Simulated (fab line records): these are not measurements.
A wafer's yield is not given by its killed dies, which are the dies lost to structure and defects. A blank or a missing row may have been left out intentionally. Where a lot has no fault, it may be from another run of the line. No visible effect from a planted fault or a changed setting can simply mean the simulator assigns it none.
What tool caused it? ; flow n5Finfet ; 12 lots with 34 wafers sampled at 3 steps, on a route of 1938 steps

== WHAT THE GAUGES SHOWED, per wafer ==
N5_BEOL_M10_CD_MEAS_11: target cd 64.1 nm.
lot;measured;on;cdNm (nm)
L481;day 11 02:16;cdSem-02;64.7 65.1 65.5
L482;day 11 09:40;cdSem-01;66.1 65.0 64.5
L486;day 11 16:37;cdSem-02;65.2 64.8 64.9
L485;day 11 23:11;cdSem-01;63.8 62.8 63.6
L484;day 11 23:29;cdSem-03;64.5 65.4 64.6
L488;day 11 23:39;cdSem-03;64.2 64.6
L487;day 12 04:29;cdSem-01;63.1 65.4 64.4
L493;day 13 15:54;cdSem-03;64.4 64.5 64.9
L496;day 14 18:46;cdSem-02;64.4 63.7
L500;day 16 04:35;cdSem-01;65.6 65.2 64.9
L502;day 16 07:56;cdSem-02;65.0 65.0 65.2
L501;day 17 06:21;cdSem-03;64.6 65.2 65.2

N5_BEOL_M10_CD_MEAS_18: pitch 140 nm, target cd 70 nm.
lot;measured;on;cdNm (nm)
L481;day 11 02:57;cdSem-03;69.8 71.2 71.3
L482;day 11 10:13;cdSem-02;71.3 71.0 70.0
L486;day 11 17:21;cdSem-01;70.2 70.1 70.8
L485;day 11 23:43;cdSem-02;69.9 68.3 69.5
L484;day 12 00:02;cdSem-01;69.9 71.0 69.9
L488;day 12 00:11;cdSem-01;70.4 69.3
L487;day 12 05:02;cdSem-03;69.7 71.7 71.6
L493;day 13 16:26;cdSem-03;70.8 70.8 70.6
L496;day 14 19:19;cdSem-02;70.4 69.0
L500;day 16 05:07;cdSem-03;70.7 71.8 71.3
L502;day 16 08:44;cdSem-02;70.5 70.4 71.2
L501;day 17 07:20;cdSem-01;71.2 70.8 71.0

== WHICH TOOL RAN EACH LOT (tool, then ch and the chambers of the sampled wafers, then the start) ==
lot;N5_BEOL_M10_ETCH_62
L481;rieDiel-03 ch 0,1,3, day 11 02:27
L482;rieDiel-06 ch 0,1,3, day 11 09:50
L486;rieDiel-03 ch 0,2,3, day 11 16:50
L485;rieDiel-01 ch 0,2, day 11 23:22
L484;rieDiel-03 ch 0,1,3, day 11 23:40
L488;rieDiel-06 ch 2,3, day 11 23:49
L487;rieDiel-01 ch 1,2, day 12 04:40
L493;rieDiel-06 ch 0,1,3, day 13 16:04
L496;rieDiel-06 ch 1,3, day 14 18:57
L500;rieDiel-01 ch 1,3, day 16 04:45
L502;rieDiel-03 ch 0,1,3, day 16 08:22
L501;rieDiel-03 ch 0,1,2, day 17 06:58
- N5_BEOL_M10_ETCH_62: etches SOC in N2/H2, target depth 110 nm, overetch 22 nm, time 165 s.

== AS READ BY THE TOOLS THEMSELVES (means over the sampled wafers that have a number; for cases with no such wafer, the mark the record gives instead) ==
N5_BEOL_M10_ETCH_62.
lot;tool;drypumpMotorCurrentA (A);n2FlowSccm (sccm);oesProductAu (a.u.);rfVppV (V);showerheadPlenumPTorr (Torr);throttleValvePct (%)
L481;rieDiel-03;6.0;199.9;0.65;523.5;2.51;17.78
L482;rieDiel-06;5.9;200.0;0.72;527.0;2.60;17.74
L486;rieDiel-03;5.9;200.1;0.62;522.7;2.49;17.74
L485;rieDiel-01;6.4;200.2;0.67;526.7;2.61;17.95
L484;rieDiel-03;6.0;199.8;0.65;522.9;2.50;17.80
L488;rieDiel-06;5.3;200.2;0.66;524.0;2.54;17.79
L487;rieDiel-01;6.1;200.4;0.68;523.8;2.52;17.81
L493;rieDiel-06;5.8;199.8;0.69;526.2;2.60;17.77
L496;rieDiel-06;5.9;200.2;0.71;524.7;2.58;17.81
L500;rieDiel-01;6.0;199.9;0.69;520.7;2.45;17.77
L502;rieDiel-03;6.0;199.7;0.62;523.1;2.49;17.87
L501;rieDiel-03;5.7;199.8;0.59;523.6;2.52;18.01

== THE ANSWER, worked out from the rows above alone ==
Rule: the lots themselves supply what counts as usual. The widest of any qualifying gaps counts: lots, ordered by their means at a reading, are off when they make up no more than a third of the lots, leave a main group of 4 or more, and stand apart from it by 3 or more times the standard deviation of that group's means. Not used: any main group whose means are identical at the precision the tables above print for the reading. Also off: a lot with no number at a reading for which 4 or more lots have one. The other lots that the step has rows for count as sound. After the gauges, taken in route order, come the tools' own readings; for these a lot's mean is taken, as printed above. The first step at which some lot is off is used, and at that step the reading that is off furthest; a lot without a number counts as furthest.
No lot is off at any reading shown: from this, nothing can be told.

== WHAT THE SIMULATOR HAD INSERTED ==
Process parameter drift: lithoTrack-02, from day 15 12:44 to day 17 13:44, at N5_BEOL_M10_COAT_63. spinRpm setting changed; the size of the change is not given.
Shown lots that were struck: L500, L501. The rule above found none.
